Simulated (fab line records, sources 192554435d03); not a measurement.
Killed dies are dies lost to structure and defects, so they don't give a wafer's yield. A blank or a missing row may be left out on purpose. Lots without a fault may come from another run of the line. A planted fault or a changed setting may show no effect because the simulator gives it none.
A struck lot beside a sound one | flow n5_finfet | 37 steps out of a route of 1938
Sound: wafers L304.1, L304.4, L304.6. Struck: wafers L300.1, L300.4, L300.6. The cause comes at the end.
At each step with rows: each side's tool, then ch and its chambers, then its first start. Under that, the readings that differ: sound wafers | struck wafers | difference of the means | sigmas: that difference in standard deviations of wafers without a fault.
alike: readings whose means differ by less than 2 such deviations, and words and numbers that are the same on both sides. not compared: withheld readings, readings that some wafer has no value for, bounds like >300 that may hide the same value, and numbers for which the record gives no deviation and whose values overlap.
The two part at a step that has a row with sigmas, a row that says differs or no value, or rows on one side only. Numbers that don't overlap but have no deviation are shown without sigmas and don't part them. A reading that every wafer of one side lacks parts them only if that side has two wafers or more.

first, 11 steps without rows for these wafers: N5_BEOL_M14_ETCH_59 (etches BARC in N2/H2, target depth 89 nm, overetch 26.7 nm, time 67.9 s); N5_BEOL_M14_VIA_ETCH_16 (etches SiO2 in C4F8/O2/Ar, target depth 1231.3 nm); N5_BEOL_M14_STRIP_63 (strips in O2); N5_BEOL_M14_STRIP_64 (strips in O2); N5_BEOL_M14_STRIP_71 (strips in post etch residue remover, time 60 s); N5_BEOL_M14_SRD_72 (time 30 s, dry time 30 s); N5_BEOL_M14_COAT_65 (time 60 s, resist thk 450 nm); N5_BEOL_M14_COAT_66 (time 60 s, resist thk 110 nm); N5_BEOL_M14_COAT_22 (resist thk 300 nm); N5_BEOL_M14_EBR_24; N5_BEOL_M14_SOFTBAKE_23 (time 60 s).
N5_BEOL_M14_EXPOSE_25: exposes mask M14, target cd 280 nm.
  sound on krf_scanner-01 ch 0, day 18 00:27; struck on krf_scanner-02 ch 0, day 16 04:48
  reading              | sound                | struck               | difference | sigmas
  exposure_dose_mJ_cm2 | 26.558 26.555 26.565 | 28.377 28.377 28.395 | +1.824     | +70
  alike: mask
then, 3 steps without rows for these wafers: N5_BEOL_M14_PEB_26 (peb time 90 s); N5_BEOL_M14_DEVELOP_27 (develop time 45 s); N5_BEOL_M14_HARDBAKE_32 (time 120 s).
N5_BEOL_M14_CD_MEAS_28: target cd 284.4 nm.
  sound on cd_sem-01 ch 0, day 18 00:37; struck on cd_sem-02 ch 0, day 16 04:58
  reading    | sound             | struck            | difference | sigmas
  cd_nm (nm) | 283.6 281.4 283.3 | 294.4 294.8 296.1 | +12.3      | +8
N5_BEOL_M14_DESCUM_33: chemistry O2, time 7.9 s.
  sound on rie_diel-05 ch 1,2,3, day 18 00:43; struck on rie_diel-05 ch 0,2,3, day 16 05:04
  reading                   | sound         | struck            | difference | sigmas
  model.BEOL_M14.cd_nm (nm) | 284 281.6 283 | 294.4 294.6 295.8 | +12.1      |
  alike: drypump_motor_current_A, o2_flow_sccm, oes_product_au, rf_vpp_V, showerhead_plenum_p_Torr, throttle_valve_pct
  not compared: rf_hours_counter_h
then, 6 steps without rows for these wafers: N5_BEOL_M14_ETCH_67 (etches SiARC in CF4, target depth 143 nm, time 238.3 s); N5_BEOL_M14_ETCH_68 (etches SOC in N2/H2, time 450 s); N5_BEOL_M14_STRIP_69 (strips in N2/H2); N5_BEOL_M14_TRENCH_ETCH_34 (etches SiO2 in C4F8/O2/Ar, target depth 556.65 nm, time 126.9 s); N5_BEOL_M14_STRIP_70 (strips in C4F8/O2/Ar); N5_BEOL_M14_STRIP_37 (strips in O2).
N5_BEOL_M14_ETCH_38: etches SiCN in CF4/N2, target depth 106.5 nm, time 120.6 s.
  sound on rie_diel-05 ch 0,1; struck on rie_diel-05 ch 0,1
  reading                   | sound             | struck            | difference | sigmas
  model.BEOL_M14.cd_nm (nm) | 280.6 273.4 278.6 | 294.2 291.4 292.8 | +15.3      |
  alike: cf4_flow_sccm, drypump_motor_current_A, oes_product_au, rf_vpp_V, showerhead_plenum_p_Torr, throttle_valve_pct
  not compared: rf_hours_counter_h
then, 12 steps without rows for these wafers: N5_BEOL_M14_PRECLEAN_39 (cleans in residue remover, time 60 s); N5_BEOL_M14_SRD_40 (time 30 s, dry time 30 s); N5_BEOL_M14_DEGAS_41 (time 60 s); N5_BEOL_M14_PRE_CLEAN_42 (time 30 s); N5_BEOL_M14_SPUTTER_43 (material TaN, target thk 15 nm, time 24.19 s); N5_BEOL_M14_SPUTTER_44 (material Ta, target thk 15 nm, time 24.19 s); N5_BEOL_M14_SPUTTER_45 (material Cu, target thk 100 nm, time 16.67 s); N5_BEOL_M14_ECD_47 (material Cu, target thk 1248 nm); N5_BEOL_M14_ANNEAL_48 (time 90 s); N5_BEOL_M14_CMP_49 (polishes, stops on SiO2, t overpolish 5.2 s, target thk 560 nm); N5_BEOL_M14_PRE_CLEAN_52 (time 15 s); N5_BEOL_M14_DEP_53 (deposits SiCN from 3MS/NH3, target thk 50 nm, time 17.8 s).
N5_BEOL_M15_RC_MEAS_101:
  sound on prober-02 ch 0, day 18 14:16; struck on prober-01 ch 0, day 16 21:14
  reading                    | sound             | struck            | difference | sigmas
  SERP_M14 (ohm/um)          | 0.159 0.168 0.158 | 0.150 0.148 0.150 | -0.012     | -4
  SERP_M14_max_site (ohm/um) | 0.161 0.170 0.159 | 0.151 0.150 0.151 | -0.013     | -4
  SERP_M7 (ohm/um)           | 14.3 13.5 14.7    | 12.9 12.6 13.5    | -1.2       | -2
  alike: COMB_M10, COMB_M11, COMB_M12, COMB_M13, COMB_M14, COMB_M15, COMB_M5, COMB_M6, COMB_M7, COMB_M8, COMB_M9, SERP_M10, SERP_M10_max_site, SERP_M11, SERP_M11_max_site, SERP_M12, SERP_M13, SERP_M5, SERP_M6, SERP_M8, SERP_M9

WHERE THEY PART
First at N5_BEOL_M14_EXPOSE_25; last, within this record, at N5_BEOL_M15_RC_MEAS_101.

WHY: what the simulator had put in
Process parameter drift: krf_scanner-02, from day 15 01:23 on, at N5_BEOL_M14_EXPOSE_25. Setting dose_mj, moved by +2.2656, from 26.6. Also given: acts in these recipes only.
